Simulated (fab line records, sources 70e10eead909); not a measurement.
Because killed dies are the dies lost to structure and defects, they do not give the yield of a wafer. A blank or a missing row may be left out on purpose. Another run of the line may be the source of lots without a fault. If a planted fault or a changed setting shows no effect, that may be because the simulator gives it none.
fab line records	flow nand-harc
[record] lots = 12	wafers = 34	last-day = 24
route steps=1159 shown A_M0@1024 A_BONDPAD@1059 END@1159
lots with no fault: from the same line, run without faults
start-h: hours from the record's first day to the start of the lot's first wafer shown	wait-h: hours from the lot's prior step to this one	" unchanged from the row above	L1.1+2: one row covering several wafers at once	- either no value or no given start	* or withheld: withheld	< > ~ a bound
route shown NAME@n: a module of which the file shows steps, and the number in the route of the first	usual: mean/standard deviation taken from wafers without a fault	same: alike in all rows	chamber/n: place in a boat	sites: each site's reading	_std_site: the values' standard deviation	_edge_site: inner sites' mean taken away from outer sites' mean	radius-mm: how far each site lies from the wafer's centre	mask NAME#n: copy n	behind: the most recent tool/chamber to have shaped the wafer	hold: why the lot was held/for how many hours/how that ended	device: whichever transistor did not switch (one of n, p or np)	end of line: the route-end tests of the same wafers	for a step that has no rows: nothing shown but its recipe	killed: dies lost to structure and defects at the first sort, not the wafer's yield	map: the dies of a wafer, with x for killed, . for not killed, _ for no die there
set.NAME: the setting as run; set.NAME@STEP: as run at that earlier step	model.NAME: the simulator's own value behind a step, which no gauge read
steps of the route over a sample of lots; a table a step, a row a wafer
services: a tool's chamber out of use, with start hour (start-h, from the record's first day; less than 0 if before it), hours out, and reason
[[steps]]
[step NHARC_A_M0_PRE_CLEAN_31]
[recipe] time-s = 12	temp-c = 370	rf-power-w = 300	gas = NH3
[usual] heater-power-outer-w = 365/70	heater-power-w = 617/92
lot.wafer	tool	chamber	start-h	wait-h	heater-power-outer-w	heater-power-w
L264.2	pecvd-01	2	398.34	0.2	387	685
L264.3	"	0	"	"	278	463
L264.4	"	2	"	"	380	684
L263.1	pecvd-01	0	401.59	0.1	262	446
L263.5	"	2	"	"	298	573
L263.6	"	0	"	"	263	436
L266.3	pecvd-04	2	407.41	0.1	325	545
L266.6	"	2	"	"	325	556
L266.4	"	0	"	"	377	602
L265.3	pecvd-02	0	409.63	0.1	275	499
L265.5	"	2	"	"	459	725
L265.4	"	0	"	"	282	496
L268.6	pecvd-02	2	422.49	1.2	552	849
L268.4	"	0	"	"	271	499
L268.5	"	1	"	"	451	705
L269.2	pecvd-02	2	427.11	0.1	558	832
L269.5	"	0	"	"	271	492
L269.6	"	1	"	"	443	683
L270.3	pecvd-04	1	430.33	0.1	377	683
L270.1	"	2	"	"	341	576
L270.4	"	2	"	"	345	592
L267.2	pecvd-02	1	435.91	0.3	376	583
L267.5	"	0	"	"	266	498
L267.6	"	1	"	"	372	572
L273.5	pecvd-02	0	457.31	0.8	297	524
L273.6	"	1	"	"	449	690
L273.4	"	2	"	"	548	872
L283.1	pecvd-01	2	526.61	0.2	338	599
L283.3	"	0	"	"	352	568
L283.4	"	2	"	"	336	596
L285.2	pecvd-01	2	534.95	0.1	322	608
L285.1	"	0	"	"	325	516
L285.5	"	0	"	"	320	534
L284.4	pecvd-02	0	544.56	0.1	333	563
[step NHARC_A_BONDPAD_DEP_00]
[recipe] target-thk-a = 2500	temp-c = 370	target-thk-nm = 250	pressure-torr = 3	flow-sccm = 200	rf-w = 450	material = SiCN
[usual] heater-power-outer-w = 331/78	heater-power-w = 568/93	showerhead-vpp-V = 1301/45
lot.wafer	tool	chamber	start-h	wait-h	heater-power-outer-w	heater-power-w	showerhead-vpp-V
L264.2	pecvd-02	0	403.23	-	256	475	1313
L264.3	"	1	"	"	389	594	1296
L264.4	"	1	"	"	401	615	1294
L263.1	pecvd-04	0	406.37	-	360	609	1345
L263.5	"	0	"	"	284	465	1337
L263.6	"	2	"	"	282	493	1343
L266.3	pecvd-02	1	412.48	-	345	527	1300
L266.6	"	0	"	"	281	505	1326
L266.4	"	1	"	"	359	552	1307
L265.3	pecvd-04	0	414.27	-	363	586	1326
L265.5	"	0	"	"	363	582	1328
L265.4	"	2	"	"	269	475	1324
L268.4	pecvd-04	1	427.44	-	277	532	1178
L268.5	"	2	"	"	279	509	1347
L268.6	"	0	"	"	319	526	1336
L269.2	pecvd-03	0	432.75	-	265	466	1320
L269.6	"	1	"	"	315	561	1271
L269.5	"	2	"	"	248	465	1289
L270.3	pecvd-02	0	435.20	-	266	494	1308
L270.1	"	1	"	"	337	529	1269
L270.4	"	2	"	"	530	805	1344
L267.2	pecvd-03	1	440.72	-	270	496	1249
L267.6	"	0	"	"	315	547	1344
L267.5	"	2	"	"	262	500	1285
L273.4	pecvd-03	2	462.07	-	291	523	1307
L273.6	"	0	"	"	341	581	1345
L273.5	"	1	"	"	306	561	1266
L283.1	pecvd-03	1	531.37	-	335	603	1247
L283.3	"	2	"	"	317	568	1307
L283.4	"	2	"	"	226	461	1306
L285.1	pecvd-04	0	540.47	-	293	505	1335
L285.2	"	2	"	"	304	519	1346
L285.5	"	1	"	"	264	555	1165
L284.4	pecvd-03	2	553.63	-	265	500	1307
[step NHARC_A_BONDPAD_CMP_29]
[recipe] target-thk-nm = 200	material = SiCN
[usual] motor-current-A = 12.4/1.1	retaining-ring-pressure-frac = 1.000/0.0048
lot.wafer	tool	chamber	start-h	wait-h	motor-current-A	retaining-ring-pressure-frac
L264.2	cmp-01	2	403.64	-	13.7	0.999
L264.3	"	3	"	"	12.8	1.010
L264.4	"	1	"	"	11.2	0.990
L263.1	cmp-03	3	406.85	-	13.0	0.996
L263.5	"	0	"	"	11.1	0.994
L263.6	"	1	"	"	13.0	0.995
L266.4	cmp-01	3	412.84	-	11.3	0.999
L266.3	"	0	"	"	13.2	0.999
L266.6	"	3	"	"	11.9	0.992
L265.4	cmp-03	3	414.68	-	14.1	0.986
L265.3	"	0	"	"	11.7	0.993
L265.5	"	0	"	"	11.5	0.991
L268.4	cmp-04	3	427.79	-	12.7	0.999
L268.6	"	0	"	"	11.8	0.997
L268.5	"	1	"	"	12.8	1.001
L269.2	cmp-01	1	433.20	-	11.3	0.992
L269.5	"	3	"	"	12.1	0.998
L269.6	"	0	"	"	13.7	1.004
L270.4	cmp-01	2	435.56	-	14.2	1.004
L270.1	"	3	"	"	11.3	1.001
L270.3	"	0	"	"	13.1	0.990
L267.2	cmp-04	0	441.16	-	12.0	1.003
L267.5	"	1	"	"	12.0	1.004
L267.6	"	2	"	"	9.4	1.002
L273.4	cmp-03	3	462.36	-	14.3	1.002
L273.5	"	2	"	"	12.2	1.011
L273.6	"	3	"	"	13.8	1.004
L283.4	cmp-04	0	531.77	-	11.9	1.004
L283.1	"	1	"	"	12.4	1.007
L283.3	"	3	"	"	12.4	0.998
L285.1	cmp-03	1	540.88	-	13.1	1.010
L285.2	"	3	"	"	13.6	1.003
L285.5	"	1	"	"	12.4	1.006
L284.4	cmp-01	3	553.88	-	11.8	1.005
[step NHARC_A_BONDPAD_THK_MEAS_30]
[recipe] thk-meas-gauge = ellipsometry
[usual] thk-nm = 200.1/1.8
lot.wafer	tool	chamber	start-h	wait-h	hold	thk-nm
L264.2	film-metro-02	-	403.89	0.2	-	201.3
L264.3	"	-	"	"	-	199.3
L264.4	"	-	"	"	-	201.5
L263.1	film-metro-02	-	407.03	0.1	-	199.4
L263.5	"	-	"	"	-	198.0
L263.6	"	-	"	"	-	198.2
L266.3	film-metro-02	-	413.10	0.2	-	202.7
L266.4	"	-	"	"	-	199.5
L266.6	"	-	"	"	-	201.7
L265.3	film-metro-02	-	414.93	0.2	-	196.9
L265.4	"	-	"	"	-	196.9
L265.5	"	-	"	"	-	196.5
L268.4	film-metro-02	-	427.97	0.2	-	197.7
L268.5	"	-	"	"	-	200.6
L268.6	"	-	"	"	-	197.6
L269.2	film-metro-01	-	433.40	0.2	-	201.9
L269.5	"	-	"	"	-	200.6
L269.6	"	-	"	"	-	201.6
L270.1	film-metro-01	-	435.81	0.2	-	200.8
L270.3	"	-	"	"	-	198.1
L270.4	"	-	"	"	-	201.0
L267.2	film-metro-01	-	441.33	0.2	-	201.8
L267.5	"	-	"	"	-	202.1
L267.6	"	-	"	"	-	201.0
L273.4	film-metro-02	-	462.59	0.2	-	201.5
L273.5	"	-	"	"	-	202.4
L273.6	"	-	"	"	-	199.9
L283.1	film-metro-02	-	532.02	0.2	await-dispo/0.2h/release	201.4
L283.3	"	-	"	"	await-dispo/0.2h/release	155.0
L283.4	"	-	"	"	await-dispo/0.2h/release	155.8
L283.1	film-metro-02	-	532.19	0.2	-	198.1
L283.3	"	-	"	"	-	154.6
L283.4	"	-	"	"	-	154.7
L285.1	film-metro-01	-	541.13	0.2	-	200.8
L285.2	"	-	"	"	-	199.8
L285.5	"	-	"	"	-	200.3
L284.4	film-metro-01	-	554.06	0.2	await-dispo/0.2h/release	154.3
L284.4	film-metro-01	-	554.23	0.2	-	154.1
[step NHARC_A_BONDPAD_DESCUM_11]
[recipe] time-s = 3	o2-flow-sccm = 200	ar-flow-sccm = 0	bias-power-w = 0	chemistry = O2
[usual] drypump-motor-current-A = 5.7/0.32	oes-product-au = 1.006/0.012	rf-vpp-V = 58.0/0.79	showerhead-plenum-p-Torr = 1.96/0.069	throttle-valve-pct = 11.311/0.0098
[same] bias-power-w = 0
lot.wafer	tool	chamber	start-h	wait-h	drypump-motor-current-A	oes-product-au	rf-hours-counter-h	rf-vpp-V	showerhead-plenum-p-Torr	throttle-valve-pct
L264.2	rie-diel-13	2	404.67	-	5.5	1.006	4	58.2	1.96	11.309
L264.3	"	0	"	"	5.7	1.035	5	57.5	1.93	11.327
L264.4	"	2	"	"	5.5	1.003	-	58.9	1.95	11.299
L263.1	rie-diel-13	1	407.82	-	6.2	0.999	4	59.5	1.98	11.314
L263.6	"	0	"	"	5.7	1.021	-	58.6	1.93	11.309
L263.5	"	1	"	"	6.2	1.000	-	58.8	1.98	11.313
L266.3	rie-diel-13	3	413.88	-	5.6	1.041	5	57.6	2.04	11.309
L266.4	"	1	"	"	6.2	0.991	5	57.8	1.98	11.308
L266.6	"	3	"	"	5.6	1.038	-	57.6	2.05	11.325
L265.4	rie-diel-13	0	415.71	-	5.7	1.018	6	58.9	1.93	11.310
L265.3	"	3	"	"	5.6	1.027	5	58.7	2.04	11.298
L265.5	"	1	"	"	6.2	1.005	-	59.2	1.98	11.303
L268.4	rie-diel-13	1	428.64	-	6.2	1.001	5	58.6	1.98	11.310
L268.5	"	0	"	"	5.7	1.005	-	58.0	1.93	11.323
L268.6	"	1	"	"	6.2	0.999	-	59.5	1.98	11.309
L269.2	rie-diel-13	3	434.22	-	5.6	1.012	6	59.6	2.04	11.303
L269.6	"	0	"	"	5.7	1.006	-	58.2	1.93	11.300
L269.5	"	1	"	"	6.2	1.011	-	58.1	1.98	11.286
L270.1	rie-diel-13	3	436.59	-	5.6	1.034	6	58.7	2.04	11.303
L270.3	"	0	"	"	5.7	1.018	6	56.7	1.93	11.325
L270.4	"	1	"	"	6.2	1.013	6	57.0	1.98	11.317
L267.2	rie-diel-13	2	442.11	-	5.5	1.006	6	57.7	1.95	11.316
L267.5	"	2	"	"	5.5	0.993	-	57.1	1.95	11.323
L267.6	"	3	"	"	5.6	1.028	-	57.9	2.04	11.312
L273.4	rie-diel-13	1	463.38	-	6.2	0.999	0	56.7	1.98	11.317
L273.5	"	3	"	"	5.6	1.004	-	57.9	2.04	11.323
L273.6	"	0	"	"	5.7	1.007	-	59.3	1.93	11.300
L283.3	rie-diel-13	0	536.07	-	5.7	1.015	3	57.2	1.93	11.308
L283.1	"	2	"	"	5.4	1.010	3	58.4	1.95	11.298
L283.4	"	3	"	"	5.6	1.003	3	57.7	2.04	11.306
L285.1	rie-diel-09	2	541.91	-	5.6	0.995	35	57.6	1.91	11.309
L285.2	"	1	"	"	5.2	0.990	35	59.0	1.98	11.308
L285.5	"	3	"	"	6.2	1.008	-	57.4	2.02	11.322
L284.4	rie-diel-10	1	555.80	-	5.7	1.029	1	57.3	1.77	11.330
[step NHARC_END_SORT_01]
[recipe] temp-c = 25
[usual] defect-limited-yield = 95.7/1.6	killed-at-array = 25/9.7	killed-at-other = 0.7/0.87	killed-at-periphery = 3.3/2.3	killed-dies = 29/11	killed-open = 3.6/2.1	killed-short = 2.3/1.7	sort_bin_2_pct = 1.4/0.62	sort_bin_3_pct = 0.25/0.21	sort_bin_4_pct = 2.7/1	sort-n-pass = 648/11	sort-rim-yield-pct = 94/3.2	sort-yield-pct = 95.7/1.6
[same] gross-dies = 677	sort_bin_5_pct[%] = 0	sort_bin_6_pct[%] = 0	sort_bin_7_pct[%] = 0	sort_bin_8_pct[%] = 0	sort-rim-n-gross = 106.00
lot.wafer	tool	chamber	start-h	wait-h	defect-limited-yield[%]	killed-at-array	killed-at-other	killed-at-periphery	killed-dies	killed-open	killed-short	sort_bin_2_pct[%]	sort_bin_3_pct[%]	sort_bin_4_pct[%]	sort-n-pass	sort-rim-yield-pct[%]	sort-yield-pct[%]
L283.1	prober-02	0	571.34	2.5	92.6	43	0	7	50	6	4	2.1	0.30	5.0	627	88	92.6
L283.3	prober-02	0	572.95	3.1	92.8	45	3	1	49	3	2	1.9	0.59	4.7	628	89	92.8
L283.4	prober-02	0	573.75	3.4	92.0	50	2	2	54	4	4	3.2	0.15	4.6	623	92	92.0
// killed by level:class
L283.1 A_SLIT:chamber-film-flake=18 A_CHANNEL_HOLE_D1:chamber-film-flake=13 A_CONTACT:chamber-film-flake=5 P_M1:chamber-film-flake=3 A_CONTACT:geometric-particle:open=2 P_CONTACT:geometric-particle:short=1 P_CONTACT:geometric-particle:open=1 P_M0:geometric-particle:open=1
L283.3 A_SLIT:chamber-film-flake=21 A_CHANNEL_HOLE_D1:chamber-film-flake=13 A_WL_FILL:geometric-particle:open=2 A_CHANNEL_FILL_D1:chamber-film-flake=2 A_STAIRCASE:chamber-film-flake=2 A_CONTACT:chamber-film-flake=2 THIN_TSV:chamber-film-flake=2 A_CHANNEL_FILL_D1:geometric-particle:short=1
L283.4 A_CHANNEL_HOLE_D1:chamber-film-flake=17 A_SLIT:chamber-film-flake=14 A_CONTACT:chamber-film-flake=5 A_STAIRCASE:chamber-film-flake=4 A_ONON_D1:geometric-particle:short=2 P_M1:chamber-film-flake=2 THIN_TSV:chamber-film-flake=2 A_CHANNEL_HOLE_D1:geometric-particle:short=1
[[services]]
tool	chamber	start-h	hours	kind
cmp-01	-	375.81	4.0	pm
pecvd-04	-	376.48	13.0	pm
pecvd-01	-	398.70	2.1	repair
rie-diel-13	1	403.71	2.0	repair
cmp-03	-	407.07	1.3	repair
pecvd-01	-	411.71	0.6	repair
pecvd-01	-	418.51	13.0	pm
pecvd-04	-	448.19	0.5	repair
pecvd-01	-	452.34	6.1	repair
rie-diel-13	-	453.00	9.0	pm
cmp-03	-	454.39	4.0	pm
pecvd-03	-	473.07	13.0	pm
cmp-01	-	473.81	4.0	pm
cmp-03	-	480.24	1.4	repair
pecvd-01	-	488.28	0.4	repair
rie-diel-13	0	498.31	4.2	repair
cmp-03	-	501.46	2.8	repair
pecvd-04	-	509.84	1.3	repair
pecvd-02	-	515.26	13.0	pm
cmp-01	-	521.09	1.1	repair
pecvd-01	1	530.41	19.3	repair
pecvd-03	-	530.52	0.3	repair
cmp-03	-	536.12	2.1	repair
cmp-03	-	552.39	4.0	pm
[[key]]
[first-sign] step = NHARC_A_BONDPAD_THK_MEAS_30	reading = visit	direction = added
[effect] step = NHARC_A_BONDPAD_THK_MEAS_30	reading = thk-nm	direction = down	sigmas = 24	usual = 200.1	struck = 155.1
met-at NHARC_A_BONDPAD_DEP_00
struck-lots L283,L284
struck-wafers L283.3,L283.4,L284.4
not-acting-at NHARC_A_M0_PRE_CLEAN_31,NHARC_A_BONDPAD_CMP_29,NHARC_A_BONDPAD_DESCUM_11
onset-between 462.07 531.37
[fault] kind = site-profile-drift	tool = pecvd-03	chamber = 2	onset-h = 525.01	steps = NHARC_A_BONDPAD_DEP_00	basis = fraction	max-abs-drift = 0.40469	slope-share-per-hr = 89.932	site-pattern = 0,0,0,0,0,-1,-1,-1,-1
